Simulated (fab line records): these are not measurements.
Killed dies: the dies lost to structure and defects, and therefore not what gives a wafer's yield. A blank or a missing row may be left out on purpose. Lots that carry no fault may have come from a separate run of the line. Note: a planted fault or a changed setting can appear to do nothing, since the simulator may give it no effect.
8D (eight disciplines) problem report, filled in by code || flow n5_finfet || the parts of the form that need people (team, actions taken, sign-off) are left out

1. WHAT WENT WRONG
Wafers without a fault read 223, standard deviation 61; raw_defect_count at N5_FIN_CUT_INSPECT_17 reads a mean of 602 on 6 wafers belonging to 2 lots. That puts it +6.2 standard deviations away from the usual mean.
The step: inspects for defects (brightfield).
First seen on wafer L290.1, day 4 10:56, on defect_inspect-01. At this step, 30 wafers from 10 lots have a number in the record. The rule behind "out" and "out of limits": a value lying over 4 standard deviations away from the usual mean. Any other wafer with a number is counted as sound.

2. WHAT THIS IS AND IS NOT
{"question": "which readings at this step", "is": "raw_defect_count", "is not": "-"}
{"question": "which lots", "is": "L290, L291", "is not": "L283, L284, L287, L289, L300, L301, L302, L304"}
{"question": "which wafers of those lots", "is": "all that have a number", "is not": "-"}
{"question": "read on which gauges", "is": "defect_inspect-01", "is not": "defect_inspect-02"}
{"question": "when", "is": "from day 4 10:56", "is not": "up to then (12 sound wafers); but 12 sound wafers of L300, L301, L302, L304 came after"}

3. THE SUSPECTS, EACH WITH WHAT RULES IT OUT
Counting: any tool at a process step up to the reading is kept as a suspect provided that every lot that is out went through it and no sound lot did after the first of them.
- the gauge at N5_FIN_CUT_INSPECT_17: kept. All the wafers that are out were read on defect_inspect-01, and no step on other tools shows them out.
- rie_diel-01 at N5_FIN_CUT_STRIP_24 (strips in CF4): ruled out as a lasting fault. Sound lots L302, L304 ran on it after its first lot that is out, L290 (day 4 10:21).
- rie_diel-01 at N5_FIN_CUT_CUT_ETCH_26 (etches SiNx in CH3F/O2, target depth 39 nm, time 55.7 s): ruled out as a lasting fault. Sound lots L302, L304 ran on it after its first lot that is out, L290 (day 4 10:22).
Left after counting: defect_inspect-01 at N5_FIN_CUT_INSPECT_17.

4. THE CAUSE (what the simulator had put in)
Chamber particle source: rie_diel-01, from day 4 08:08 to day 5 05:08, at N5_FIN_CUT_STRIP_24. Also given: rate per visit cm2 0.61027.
Counting ruled it out, wrongly: the rule takes a fault to strike every lot that its tool runs from its start on, and this one did not.

5. THE CHAIN OF EFFECTS, in route order
One row per reading whose mean, taken over the struck wafers that have a number, lies over 3 standard deviations from the usual. Only readings whose record carries a usual standard deviation are examined. hours: median over the lots of the time between each lot's start at the first step of this table that gives one and its start at this step. sigmas: the change, counted in usual standard deviations.
{"hours": 0, "step": "N5_FIN_CUT_INSPECT_17", "reading": "raw_defect_count", "usual": 223, "on struck wafers": 602, "change": "+380", "sigmas": "+6.2"}
{"hours": 238, "step": "N5_PASSIVATION_PROBE_49", "reading": "killed_at_front_end", "usual": 40, "on struck wafers": 125, "change": "+85", "sigmas": "+6.1"}
{"hours": 238, "step": "N5_PASSIVATION_PROBE_49", "reading": "killed_dies", "usual": 104, "on struck wafers": 189, "change": "+85", "sigmas": "+4.5"}
The process steps in it:
- N5_PASSIVATION_PROBE_49

6. HOW IT WOULD HAVE BEEN CAUGHT EARLIER
3 hours passed between the start of the fault at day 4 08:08 and the first reading out of limits at a measuring or inspecting step in this record, taken at day 4 10:56.
An alarm limit of 4 standard deviations would not have fired on the tool readings at N5_FIN_CUT_STRIP_24 for which the record gives a usual standard deviation, since none of them was out on any struck wafer.
